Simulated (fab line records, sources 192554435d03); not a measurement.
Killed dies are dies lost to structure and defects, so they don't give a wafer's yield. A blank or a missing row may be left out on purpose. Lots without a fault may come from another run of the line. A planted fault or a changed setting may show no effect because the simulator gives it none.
fab line records | flow n5_finfet | part 1 of 2: steps 1 to 4 of 6
record lots=24 wafers=72 last_day=18
route steps=1938 shown BEOL_M14@1727 BEOL_M15@1795
lots that met no fault: from a run of the same line without faults
start_h: hours from the record's first day to the start of the lot's first wafer shown | wait_h: hours since the lot's step before | " the same as in the row above | L1.1+2: a row that stands for several wafers | - no value, or no start given | * or withheld: withheld | < > ~ a bound
route shown NAME@n: a module of which the file shows steps, and the number in the route of the first | usual: mean/standard deviation of fault-free wafers | same: alike in all rows | chamber/n: place in a boat | sites: the reading at each site | _std_site: their standard deviation | _edge_site: outer sites' mean less inner sites' | radius_mm: how far each site lies from the wafer's centre | mask NAME#n: copy n | behind: the tool/chamber that last shaped the wafer | hold: why the lot was held/for how many hours/how that ended | device: the transistor (n, p or np) that didn't switch | end of line: the same wafers' tests at the end of the route | a step without rows: its recipe alone | killed: dies lost to structure and defects at the first sort, not the wafer's yield | map: a wafer's dies, x killed, . not, _ none there
set.NAME: the setting as run; set.NAME@STEP: as run at that earlier step | model.NAME: the simulator's own value behind a step, which no gauge read
steps of the route over a sample of lots; a table a step, a row a wafer
services: from which hour (start_h, from the record's first day; less than 0 if before it) a tool's chamber was out of use, for how many hours, and why
## steps
# step N5_BEOL_M14_OVL_MEAS_11
# recipe points_per_wafer=44
# usual V13_OVL=-2/5.2
# columns lot.wafer tool chamber start_h wait_h V13_OVL[nm]
L074.1 overlay-02 0 239.33 0.0 -9
L074.2 " 0 " " 5
L074.5 " 0 " " -10
L075.1 overlay-01 0 255.26 0.0 -3
L075.2 " 0 " " -9
L075.3 " 0 " " 2
L076.3 overlay-01 0 261.33 0.0 4
L076.4 " 0 " " 3
L076.6 " 0 " " -1
L077.4 overlay-01 0 270.20 0.0 -3
L077.5 " 0 " " -6
L077.6 " 0 " " 4
L080.1 overlay-02 0 278.46 0.0 -8
L080.4 " 0 " " -4
L080.5 " 0 " " -3
L079.2 overlay-02 0 280.06 0.0 0
L079.4 " 0 " " 5
L079.6 " 0 " " 2
L078.4 overlay-02 0 281.03 0.0 -1
L078.5 " 0 " " -11
L078.6 " 0 " " 7
L081.3 overlay-01 0 284.18 0.0 -3
L081.5 " 0 " " 0
L081.6 " 0 " " -4
L082.1 overlay-02 0 296.33 0.0 -7
L082.3 " 0 " " 3
L082.5 " 0 " " -2
L085.1 overlay-01 0 306.79 0.0 3
L085.2 " 0 " " -2
L085.3 " 0 " " 4
L083.2 overlay-02 0 314.67 0.0 -5
L083.5 " 0 " " -4
L083.6 " 0 " " -4
L084.1 overlay-01 0 321.41 0.0 -1
L084.3 " 0 " " 4
L084.6 " 0 " " -3
L087.2 overlay-01 0 323.06 0.0 -1
L087.3 " 0 " " 1
L087.6 " 0 " " 3
L086.3 overlay-01 0 329.88 0.0 1
L086.4 " 0 " " 3
L086.5 " 0 " " 6
L090.1 overlay-02 0 339.00 0.0 -9
L090.2 " 0 " " -14
L090.6 " 0 " " -7
L088.2 overlay-01 0 343.35 0.0 -4
L088.4 " 0 " " -10
L088.6 " 0 " " -5
L091.1 overlay-01 0 346.35 0.0 6
L091.4 " 0 " " -2
L091.6 " 0 " " 3
L089.2 overlay-01 0 352.92 0.0 1
L089.3 " 0 " " -5
L089.6 " 0 " " -2
L092.3 overlay-01 0 359.45 0.0 -2
L092.4 " 0 " " 4
L092.6 " 0 " " 4
L093.1 overlay-02 0 359.73 0.0 0
L093.3 " 0 " " -6
L093.4 " 0 " " -7
L094.1 overlay-02 0 370.86 0.0 -8
L094.5 " 0 " " -2
L094.6 " 0 " " -8
L095.2 overlay-01 0 382.36 0.0 -5
L095.5 " 0 " " -6
L095.6 " 0 " " -3
L096.1 overlay-02 0 385.84 0.0 0
L096.2 " 0 " " 2
L096.3 " 0 " " -6
L097.1 overlay-01 0 394.07 0.0 -1
L097.2 " 0 " " -2
L097.4 " 0 " " 1
# step N5_BEOL_M14_STRIP_64
# recipe chemistry=O2 power_w=600 temp_c=60 pressure_mtorr=30 rf_frequency_hz=6e+07 bias_power_w=0 overash_fraction=0.3 o2_flow_sccm=225
# usual drypump_motor_current_A=5.8/0.45 oes_product_au=0.78/0.087 rf_vpp_V=3.6/0.46 showerhead_plenum_p_Torr=2.051/0.029 throttle_valve_pct=16.68/0.23
# columns lot.wafer tool chamber start_h wait_h drypump_motor_current_A oes_product_au rf_hours_counter_h rf_vpp_V showerhead_plenum_p_Torr throttle_valve_pct
L074.1 rie_diel-05 3 - - 5.7 0.69 241 4.0 2.065 17.16
L074.2 " 2 " " 5.1 0.70 202 3.1 1.991 16.82
L074.5 " 2 " " 5.1 0.70 - 2.6 1.991 16.82
L075.1 rie_diel-01 3 - - 4.8 0.70 228 3.3 2.063 16.92
L075.2 " 2 " " 5.7 0.89 40 4.3 2.047 16.69
L075.3 " 0 " " 6.5 0.83 74 3.6 2.040 16.30
L076.3 rie_diel-02 2 - - 5.9 0.71 199 3.5 2.072 17.09
L076.4 " 3 " " 6.0 0.74 144 4.1 2.100 16.64
L076.6 " 0 " " 5.7 0.76 - 3.5 2.021 16.76
L077.4 rie_diel-02 0 - - 5.7 0.76 142 3.6 2.019 16.76
L077.5 " 0 " " 5.6 0.76 - 3.4 2.018 16.75
L077.6 " 3 " " 6.1 0.74 - 4.0 2.099 16.65
L080.1 rie_diel-01 2 - - 5.7 0.88 49 3.9 2.043 16.70
L080.4 " 1 " " 5.8 0.96 9 3.3 2.061 16.43
L080.5 " 3 " " 4.8 0.69 - 3.6 2.060 16.92
L079.2 rie_diel-02 3 - - 6.0 0.73 153 3.7 2.096 16.67
L079.4 " 0 " " 5.6 0.75 147 3.7 2.017 16.76
L079.6 " 1 " " 6.1 0.69 - 2.9 2.086 16.60
L078.4 rie_diel-02 0 - - 5.7 0.76 147 4.0 2.017 16.76
L078.5 " 2 " " 5.9 0.71 - 4.1 2.069 17.11
L078.6 " 1 " " 6.1 0.69 - 2.7 2.087 16.60
L081.3 rie_diel-02 1 - - 6.1 0.69 200 3.0 2.086 16.61
L081.5 " 1 " " 6.1 0.70 - 3.9 2.085 16.60
L081.6 " 2 " " 6.0 0.71 - 3.7 2.069 17.10
L082.1 rie_diel-02 1 - - 6.1 0.69 203 3.4 2.085 16.61
L082.3 " 3 " " 6.0 0.72 158 3.8 2.096 16.65
L082.5 " 1 " " 6.1 0.70 - 3.8 2.085 16.61
L085.1 rie_diel-02 3 - - 6.0 0.74 161 3.4 2.094 16.66
L085.2 " 0 " " 5.6 0.74 156 3.9 2.014 16.79
L085.3 " 2 " " 6.0 0.70 216 3.6 2.066 17.14
L083.2 rie_diel-02 0 - - 5.7 0.74 159 3.9 2.013 16.81
L083.5 " 1 " " 6.1 0.67 - 3.7 2.082 16.62
L083.6 " 2 " " 5.9 0.70 - 2.6 2.065 17.13
L084.1 rie_diel-01 0 - - 6.5 0.81 101 3.9 2.030 16.35
L084.3 " 1 " " 5.7 0.91 27 3.1 2.055 16.46
L084.6 " 1 " " 5.7 0.91 - 3.3 2.055 16.46
L087.2 rie_diel-01 2 - - 5.7 0.84 69 3.0 2.036 16.75
L087.3 " 0 " " 6.5 0.79 102 3.5 2.030 16.37
L087.6 " 1 " " 5.7 0.91 - 3.2 2.055 16.45
L086.3 rie_diel-02 3 - - 6.0 0.71 168 3.9 2.092 16.69
L086.4 " 1 " " 6.1 0.68 215 3.5 2.081 16.63
L086.5 " 0 " " 5.6 0.73 - 4.4 2.012 16.79
L090.1 rie_diel-01 1 - - 5.7 0.89 35 3.5 2.051 16.48
L090.2 " 3 " " 4.8 0.98 0 3.6 2.056 16.50
L090.6 " 2 " " 5.7 0.84 - 3.4 2.034 16.75
L088.2 rie_diel-05 2 - - 5.1 0.67 239 3.6 1.979 16.89
L088.4 " 3 " " 5.7 0.96 10 3.6 2.058 16.75
L088.6 " 3 " " 5.7 0.96 - 4.0 2.059 16.72
L091.1 rie_diel-02 1 - - 6.1 0.68 221 3.5 2.079 16.65
L091.4 " 0 " " 5.7 0.73 170 3.3 2.009 16.79
L091.6 " 1 " " 6.1 0.68 - 3.5 2.079 16.63
L089.2 rie_diel-05 2 - - 5.1 0.67 242 4.4 1.978 16.90
L089.3 " 3 " " 5.7 0.95 13 3.5 2.058 16.73
L089.6 " 1 " " 6.0 0.85 - 3.6 2.044 16.42
L092.3 rie_diel-01 3 - - 4.8 0.95 5 4.4 2.054 16.51
L092.4 " 0 " " 6.5 0.78 118 4.0 2.025 16.40
L092.6 " 2 " " 5.7 0.84 - 3.6 2.031 16.78
L093.1 rie_diel-05 0 - - 5.1 0.88 41 4.5 2.059 16.39
L093.3 " 3 " " 5.7 0.94 15 2.9 2.056 16.73
L093.4 " 1 " " 6.0 0.84 57 4.4 2.044 16.42
L094.1 rie_diel-02 3 - - 6.1 0.70 183 3.2 2.086 16.70
L094.5 " 3 " " 6.0 0.71 - 3.5 2.087 16.72
L094.6 " 0 " " 5.6 0.72 - 4.8 2.007 16.83
L095.2 rie_diel-01 1 - - 5.7 0.87 53 3.4 2.046 16.49
L095.5 " 2 " " 5.7 0.83 - 3.6 2.028 16.77
L095.6 " 3 " " 4.8 0.90 - 3.7 2.051 16.52
L096.1 rie_diel-01 0 - - 6.5 0.78 129 4.1 2.021 16.42
L096.2 " 2 " " 5.7 0.81 96 3.2 2.027 16.80
L096.3 " 1 " " 5.8 0.87 55 3.7 2.045 16.50
L097.1 rie_diel-01 3 - - 4.8 0.89 21 3.7 2.049 16.51
L097.2 " 2 " " 5.7 0.81 100 4.6 2.026 16.79
L097.4 " 1 " " 5.7 0.86 59 3.9 2.044 16.51
# step N5_BEOL_M14_OVL_MEAS_29
# recipe points_per_wafer=44
# usual M14_OVL=-5/5.4
# columns lot.wafer tool chamber start_h wait_h M14_OVL[nm]
L074.1 overlay-01 0 240.32 0.0 -6
L074.2 " 0 " " -10
L074.5 " 0 " " -11
L075.1 overlay-02 0 256.25 0.0 -5
L075.2 " 0 " " -7
L075.3 " 0 " " -10
L076.3 overlay-02 0 262.18 0.0 -11
L076.4 " 0 " " -8
L076.6 " 0 " " -9
L077.4 overlay-02 0 271.05 0.0 -8
L077.5 " 0 " " -14
L077.6 " 0 " " -11
L080.1 overlay-01 0 280.13 0.0 -7
L080.4 " 0 " " -4
L080.5 " 0 " " -7
L079.2 overlay-02 0 281.64 0.0 -5
L079.4 " 0 " " -1
L079.6 " 0 " " 0
L078.4 overlay-01 0 282.01 0.0 -4
L078.5 " 0 " " -5
L078.6 " 0 " " 2
L081.3 overlay-01 0 285.11 0.0 -10
L081.5 " 0 " " -12
L081.6 " 0 " " -12
L082.1 overlay-01 0 297.18 0.0 -5
L082.3 " 0 " " -10
L082.5 " 0 " " -18
L085.1 overlay-01 0 308.09 0.0 -2
L085.2 " 0 " " -9
L085.3 " 0 " " -9
L083.2 overlay-01 0 315.99 0.0 -3
L083.5 " 0 " " -6
L083.6 " 0 " " -5
L084.1 overlay-01 0 322.40 0.0 -1
L084.3 " 0 " " -9
L084.6 " 0 " " -7
L087.2 overlay-02 0 323.96 0.0 1
L087.3 " 0 " " -3
L087.6 " 0 " " -9
L086.3 overlay-02 0 330.76 0.0 -4
L086.4 " 0 " " -5
L086.5 " 0 " " 0
L090.1 overlay-01 0 340.04 0.0 -2
L090.2 " 0 " " -10
L090.6 " 0 " " -11
L088.2 overlay-02 0 344.21 0.0 -11
L088.4 " 0 " " -5
L088.6 " 0 " " 1
L091.1 overlay-01 0 347.19 0.0 0
L091.4 " 0 " " -1
L091.6 " 0 " " 6
L089.2 overlay-02 0 353.79 0.0 -6
L089.3 " 0 " " -8
L089.6 " 0 " " -4
L092.3 overlay-02 0 360.30 0.0 -11
L092.4 " 0 " " -4
L092.6 " 0 " " -5
L093.1 overlay-01 0 360.60 0.0 -2
L093.3 " 0 " " 2
L093.4 " 0 " " -3
L094.1 overlay-02 0 371.83 0.0 0
L094.5 " 0 " " -10
L094.6 " 0 " " -3
L095.2 overlay-01 0 383.36 0.0 4
L095.5 " 0 " " -13
L095.6 " 0 " " -4
L096.1 overlay-01 0 387.43 0.0 -9
L096.2 " 0 " " 0
L096.3 " 0 " " -4
L097.1 overlay-02 0 395.80 0.0 8
L097.2 " 0 " " 3
L097.4 " 0 " " 13
# step N5_BEOL_M14_TRENCH_ETCH_34
# recipe chemistry=C4F8/O2/Ar target=SiO2 target_depth_a=5566.5 mask_material=SOC he_inner_torr=15 he_outer_torr=30 time_s=126.9 ion_energy_ev=800 pressure_mtorr=20 source_w=1905 bias_w=2040 Ar_flow_sccm=400 C4F8_flow_sccm=16 O2_flow_sccm=12
# usual drypump_motor_current_A=5.7/0.46 oes_product_au=0.80/0.097 rf_vpp_V=2218/15 showerhead_plenum_p_Torr=3.36/0.048 throttle_valve_pct=30.83/0.25
# columns lot.wafer tool chamber start_h wait_h drypump_motor_current_A oes_product_au rf_hours_counter_h rf_vpp_V showerhead_plenum_p_Torr throttle_valve_pct
L074.1 rie_diel-02 3 241.06 0.0 6.1 0.75 138 2220 3.45 30.77
L074.2 " 2 " " 6.0 0.72 192 2200 3.42 31.39
L074.5 " 2 " " 5.9 0.71 - 2201 3.42 31.38
L075.1 rie_diel-05 0 256.76 0.0 5.1 0.96 4 2196 3.38 30.55
L075.2 " 2 " " 5.1 0.69 208 2223 3.27 30.91
L075.3 " 1 " " 6.0 0.89 21 2236 3.37 30.61
L076.3 rie_diel-02 0 262.79 0.0 5.6 0.77 139 2216 3.32 30.96
L076.4 " 3 " " 6.0 0.75 145 2219 3.44 30.79
L076.6 " 3 " " 6.0 0.76 - 2220 3.44 30.77
L077.4 rie_diel-05 1 271.62 0.1 6.0 0.90 - 2237 3.37 30.65
L077.5 " 0 " " 5.1 0.94 - 2194 3.38 30.57
L077.6 " 2 " " 5.2 0.69 - 2222 3.27 30.95
L080.1 rie_diel-01 2 281.27 0.0 5.7 0.88 49 2200 3.36 31.03
L080.4 " 3 " " 4.8 0.70 238 2232 3.39 31.11
L080.5 " 1 " " 5.7 0.96 - 2233 3.37 30.65
L079.2 rie_diel-05 1 282.41 0.0 6.0 0.89 27 2236 3.37 30.64
L079.4 " 0 " " 5.1 0.93 10 2194 3.38 30.56
L079.6 " 2 " " 5.1 0.69 - 2224 3.27 30.95
L078.4 rie_diel-02 3 282.84 0.0 6.1 0.74 154 2218 3.44 30.78
L078.5 " 3 " " 6.1 0.74 - 2219 3.44 30.77
L078.6 " 0 " " 5.6 0.75 - 2217 3.31 30.96
L081.3 rie_diel-05 1 285.78 0.0 6.0 0.90 29 2237 3.37 30.64
L081.5 " 0 " " 5.1 0.93 - 2194 3.38 30.57
L081.6 " 1 " " 6.0 0.90 - 2238 3.37 30.65
L082.1 rie_diel-05 1 297.77 0.0 6.0 0.89 33 2238 3.37 30.62
L082.3 " 2 " " 5.1 0.69 220 2222 3.26 30.94
L082.5 " 0 " " 5.1 0.91 - 2195 3.38 30.56
L085.1 rie_diel-05 2 308.60 0.0 5.2 0.68 226 2222 3.26 30.94
L085.2 " 0 " " 5.1 0.90 22 2195 3.37 30.57
L085.3 " 1 " " 6.0 0.87 38 2239 3.37 30.64
L083.2 rie_diel-01 1 316.68 0.0 5.7 0.92 25 2232 3.36 30.65
L083.5 " 0 " " 6.6 0.80 - 2221 3.34 30.48
L083.6 " 1 " " 5.7 0.93 - 2231 3.36 30.67
L084.1 rie_diel-02 1 322.92 0.0 6.1 0.68 213 2234 3.41 30.68
L084.3 " 0 " " 5.6 0.74 162 2215 3.31 30.96
L084.6 " 1 " " 6.1 0.68 - 2237 3.41 30.68
L087.2 rie_diel-05 1 324.47 0.0 6.0 0.86 44 2236 3.36 30.65
L087.3 " 0 " " 5.1 0.89 27 2195 3.37 30.59
L087.6 " 1 " " 6.0 0.87 - 2237 3.36 30.65
L086.3 rie_diel-05 1 331.27 0.0 6.0 0.87 47 2237 3.36 30.66
L086.4 " 3 " " 5.8 0.98 5 2218 3.38 31.11
L086.5 " 2 " " 5.1 0.68 - 2220 3.26 30.97
L090.1 rie_diel-01 3 340.55 0.0 4.8 0.96 1 2232 3.39 30.93
L090.2 " 0 " " 6.5 0.79 110 2222 3.33 30.48
L090.6 " 0 " " 6.5 0.79 - 2221 3.33 30.50
L088.2 rie_diel-01 0 344.76 0.0 6.5 0.79 112 2221 3.33 30.51
L088.4 " 2 " " 5.7 0.84 - 2199 3.35 31.04
L088.6 " 0 " " 6.5 0.79 - 2219 3.33 30.50
L091.1 rie_diel-05 1 347.71 0.0 6.0 0.84 54 2236 3.36 30.64
L091.4 " 2 " " 5.2 0.66 241 2222 3.25 30.97
L091.6 " 2 " " 5.1 0.66 - 2222 3.25 30.96
L089.2 rie_diel-01 0 354.30 0.0 6.6 0.77 116 2219 3.33 30.49
L089.3 " 2 " " 5.7 0.83 83 2200 3.34 31.05
L089.6 " 2 " " 5.7 0.83 - 2199 3.34 31.03
L092.3 rie_diel-02 2 360.81 0.0 6.0 0.68 235 2200 3.40 31.39
L092.4 " 0 " " 5.6 0.73 174 2214 3.30 30.98
L092.6 " 2 " " 6.0 0.68 - 2199 3.40 31.39
L093.1 rie_diel-02 1 361.48 0.0 6.1 0.68 226 2235 3.40 30.71
L093.3 " 3 " " 6.1 0.72 180 2220 3.43 30.80
L093.4 " 0 " " 5.6 0.74 174 2214 3.30 30.98
L094.1 rie_diel-02 2 372.45 0.0 6.0 0.67 239 2199 3.40 31.40
L094.5 " 3 " " 6.1 0.70 - 2218 3.42 30.81
L094.6 " 2 " " 6.0 0.68 - 2198 3.40 31.39
L095.2 rie_diel-01 2 384.79 0.0 5.7 0.82 95 2197 3.34 31.05
L095.5 " 0 " " 6.5 0.76 - 2219 3.32 30.50
L095.6 " 3 " " 4.8 0.91 - 2231 3.38 30.93
L096.1 rie_diel-05 3 388.74 0.0 5.8 0.90 28 2215 3.37 31.11
L096.2 " 0 " " 5.1 0.85 54 2192 3.36 30.61
L096.3 " 1 " " 6.0 0.82 70 2234 3.35 30.67
L097.1 rie_diel-01 3 396.46 0.0 4.8 0.90 21 2231 3.38 30.95
L097.2 " 2 " " 5.7 0.81 101 2197 3.33 31.06
L097.4 " 0 " " 6.5 0.76 134 2220 3.32 30.52
